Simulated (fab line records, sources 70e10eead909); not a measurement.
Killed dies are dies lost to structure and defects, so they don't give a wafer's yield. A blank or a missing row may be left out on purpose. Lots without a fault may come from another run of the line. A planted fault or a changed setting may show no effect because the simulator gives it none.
Chamber matching | flow nand_harc | NHARC_A_STAIRCASE_DESCUM_312 on rie_diel-02: 4 sister chambers
The step chemistry O2, time 3 s. 14 wafers are shown with their chamber, then 7 later ones without.

WAFERS WITH THEIR CHAMBER
wafer  | chamber | showerhead_plenum_p_Torr (Torr) | drypump_motor_current_A (A) | oes_product_au (a.u.)
L080.1 | 0       | 1.78                            | 5.77                        | 0.998
L080.3 | 1       | 2.07                            | 5.62                        | 0.995
L080.5 | 2       | 1.98                            | 5.88                        | 1.020
L083.2 | 2       | 1.98                            | 5.89                        | 1.010
L083.4 | 1       | 2.07                            | 5.59                        | 0.993
L083.5 | 2       | 1.98                            | 5.90                        | 1.003
L084.1 | 2       | 1.98                            | 5.87                        | 1.022
L084.3 | 0       | 1.78                            | 5.78                        | 1.001
L084.6 | 1       | 2.07                            | 5.57                        | 1.010
L085.1 | 1       | 2.07                            | 5.60                        | 1.008
L085.2 | 3       | 1.92                            | 5.23                        | 1.020
L085.4 | 0       | 1.77                            | 5.78                        | 1.008
L089.1 | 2       | 1.97                            | 5.87                        | 1.005
L089.3 | 0       | 1.77                            | 5.77                        | 1.001

SIGNATURES (means of the wafers above)
reading                  | chamber 0 | chamber 1 | chamber 2 | chamber 3 | scatter within a chamber
showerhead_plenum_p_Torr | 1.7750    | 2.0700    | 1.9780    | 1.9200    | 0.00424
drypump_motor_current_A  | 5.7750    | 5.5950    | 5.8820    | 5.2300    | 0.0144
oes_product_au           | 1.00200   | 1.00150   | 1.01200   | 1.02000   | 0.00762
Rule: a wafer's distance from a chamber is the root of the sum, over the readings, of the square of ((its reading less the chamber's mean) divided by the reading's scatter). The wafer belongs to the nearest chamber; if the next one is less than 2 further off, it can't be placed. The scatter: the root of (the sum of the squares of (reading less its chamber's mean) over the shown wafers, divided by (wafers less chambers)).

WAFERS WITHOUT THEIR CHAMBER
wafer  | showerhead_plenum_p_Torr (Torr) | drypump_motor_current_A (A) | oes_product_au (a.u.)
L089.6 | 1.77                            | 5.76                        | 0.996
L094.1 | 2.06                            | 5.61                        | 1.014
L094.3 | 1.91                            | 5.25                        | 0.980
L094.4 | 2.07                            | 5.81                        | 0.967
L096.2 | 1.96                            | 5.84                        | 1.009
L096.3 | 2.07                            | 5.80                        | 0.964
L096.4 | 1.91                            | 5.22                        | 0.984

WHICH CHAMBER EACH WENT THROUGH
wafer  | from the rows above | in truth
L089.6 | 0                   | 0
L094.1 | 1                   | 1
L094.3 | 3                   | 3
L094.4 | 1                   | 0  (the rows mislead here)
L096.2 | 2                   | 2
L096.3 | 1                   | 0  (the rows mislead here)
L096.4 | 3                   | 3
Placed correctly: 5 of 7. Can't be placed from these rows: 0. Placed wrongly: 2.
